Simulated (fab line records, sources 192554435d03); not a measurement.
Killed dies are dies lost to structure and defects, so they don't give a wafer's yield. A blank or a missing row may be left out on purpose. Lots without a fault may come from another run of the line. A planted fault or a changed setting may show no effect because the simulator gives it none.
Split-lot experiment | flow n5_finfet | 7 lots, 39 wafers read, on a route of 1938 steps

THE SPLIT
At N5_DUMMY_GATE_ETCH_37 (etches SOC in N2/H2, target depth 60 nm, overetch 30 nm), the setting source_w was moved away from the recipe's 840 W on 15 of the 39 wafers read, by -17.5% to +16.2%. The other wafers ran this setting at the recipe's value.

The reading is taken at the split's own step.

THE READING
rf_vpp_V, in V, at N5_DUMMY_GATE_ETCH_37 (etches SOC in N2/H2, target depth 60 nm, overetch 30 nm). Fault-free wafers of this fab line usually give 524.4 V, standard deviation 2.8 V.

wafer  | tool, chamber at the split | source_w as run, W | against the recipe | rf_vpp_V, V | against lot-mates on the recipe
L080.1 | rie_diel-03, 2             | 840                | recipe             | 526.4       | -
L080.3 | rie_diel-03, 3             | 840                | recipe             | 518.4       | -
L080.5 | rie_diel-03, 2             | 840                | recipe             | 524.7       | -
L082.1 | rie_diel-05, 2             | 692.6              | -17.5%             | 562.4       | +35.4
L082.2 | rie_diel-05, 0             | 840                | recipe             | 524.2       | -
L082.3 | rie_diel-05, 3             | 692.6              | -17.5%             | 557.3       | +30.3
L082.4 | rie_diel-05, 1             | 840                | recipe             | 528.6       | -
L082.5 | rie_diel-05, 1             | 840                | recipe             | 528.1       | -
L082.6 | rie_diel-05, 2             | 692.6              | -17.5%             | 563.1       | +36.1
L085.1 | rie_diel-03, 2             | 840                | recipe             | 524.9       | -
L085.2 | rie_diel-03, 0             | 793.8              | -5.5%              | 534.7       | +11.0
L085.3 | rie_diel-03, 1             | 793.8              | -5.5%              | 530.1       | +6.4
L085.4 | rie_diel-03, 1             | 840                | recipe             | 521.6       | -
L085.5 | rie_diel-03, 0             | 793.8              | -5.5%              | 532.7       | +9.0
L085.6 | rie_diel-03, 2             | 840                | recipe             | 524.6       | -
L086.1 | rie_diel-03, 2             | 916.3              | +9.1%              | 510.2       | -11.3
L086.2 | rie_diel-03, 0             | 916.3              | +9.1%              | 508.7       | -12.8
L086.3 | rie_diel-03, 1             | 840                | recipe             | 520.5       | -
L086.4 | rie_diel-03, 2             | 916.3              | +9.1%              | 509.8       | -11.7
L086.5 | rie_diel-03, 1             | 840                | recipe             | 519.9       | -
L086.6 | rie_diel-03, 0             | 840                | recipe             | 524.0       | -
L090.1 | rie_diel-03, 3             | 840                | recipe             | 529.7       | -
L090.2 | rie_diel-03, 0             | 840                | recipe             | 523.8       | -
L090.3 | rie_diel-03, 2             | 840                | recipe             | 525.3       | -
L090.4 | rie_diel-03, 1             | 840                | recipe             | 520.8       | -
L090.5 | rie_diel-03, 0             | 840                | recipe             | 523.4       | -
L090.6 | rie_diel-03, 3             | 840                | recipe             | 528.3       | -
L095.1 | rie_diel-04, 1             | 708.3              | -15.7%             | 552.4       | +28.3
L095.2 | rie_diel-04, 2             | 840                | recipe             | 525.7       | -
L095.3 | rie_diel-04, 0             | 840                | recipe             | 522.9       | -
L095.4 | rie_diel-04, 2             | 708.3              | -15.7%             | 556.6       | +32.5
L095.5 | rie_diel-04, 0             | 840                | recipe             | 523.8       | -
L095.6 | rie_diel-04, 1             | 708.3              | -15.7%             | 553.3       | +29.2
L097.1 | rie_diel-04, 0             | 975.7              | +16.2%             | 498.3       | -24.2
L097.2 | rie_diel-04, 2             | 840                | recipe             | 526.3       | -
L097.3 | rie_diel-04, 1             | 840                | recipe             | 521.1       | -
L097.4 | rie_diel-04, 3             | 975.7              | +16.2%             | 493.3       | -29.2
L097.5 | rie_diel-04, 3             | 840                | recipe             | 520.2       | -
L097.6 | rie_diel-04, 2             | 975.7              | +16.2%             | 501.9       | -20.6

THE FIT
A straight line over all 39 wafers: rf_vpp_V changes by -1.84 V for each +1% of source_w; r = -0.98; the points scatter about the line by 3.3 V.
The same after taking each lot's own level away (the mean of its wafers on the recipe; 39 wafers): -1.73 V for each +1%; r = -0.98; scatter 3 V.
On that fit, the largest move of source_w shifts the reading by 30 V.
The lots' own levels span 521.47 to 526.97 V, that is 2.0 times the standard deviation above.
So the lot-to-lot level changes the slope little: the two slopes agree.
Check: with one of the wafers moved furthest among these (-17.5%) left out of the fit, the line predicts +30.8 V for it against its lot-mates. It came out at +35.4 V against them.
Tool readings at the split's step, against how far the setting was moved: rf_vpp_V r = -0.98.

OTHER SPLITS ON THESE WAFERS
These wafers also went through other splits before the reading. Each is held against what the fit with the lots' levels taken away leaves over:
other split on the same wafers | wafers away from the commonest value | r with rf_vpp_V (lot level and that fit taken away)
N5_WELL_APT_EXPOSE_22 dose_mj  | 18                                   | +0.03

THE WHOLE CHAIN: every reading that the file lists as answering this split, in the file's order
step                  | what it does                                            | reading                                                                             | change (the file's fit)                | r (the file's)
N5_DUMMY_GATE_ETCH_37 | etches SOC in N2/H2, target depth 60 nm, overetch 30 nm | rf_vpp_V                                                                            | -1.75 V for each +1% of the setting    | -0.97
N5_DUMMY_GATE_ETCH_37 | etches SOC in N2/H2, target depth 60 nm, overetch 30 nm | SiARC_of_DUMMY_GATE_COAT_35.thk_nm (the simulator's own value, which no gauge read) | -0.0278 nm for each +1% of the setting | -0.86

THE FILE'S OWN FIT
rf_vpp_V changes by -1.75 V for each +1% of source_w, r = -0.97.
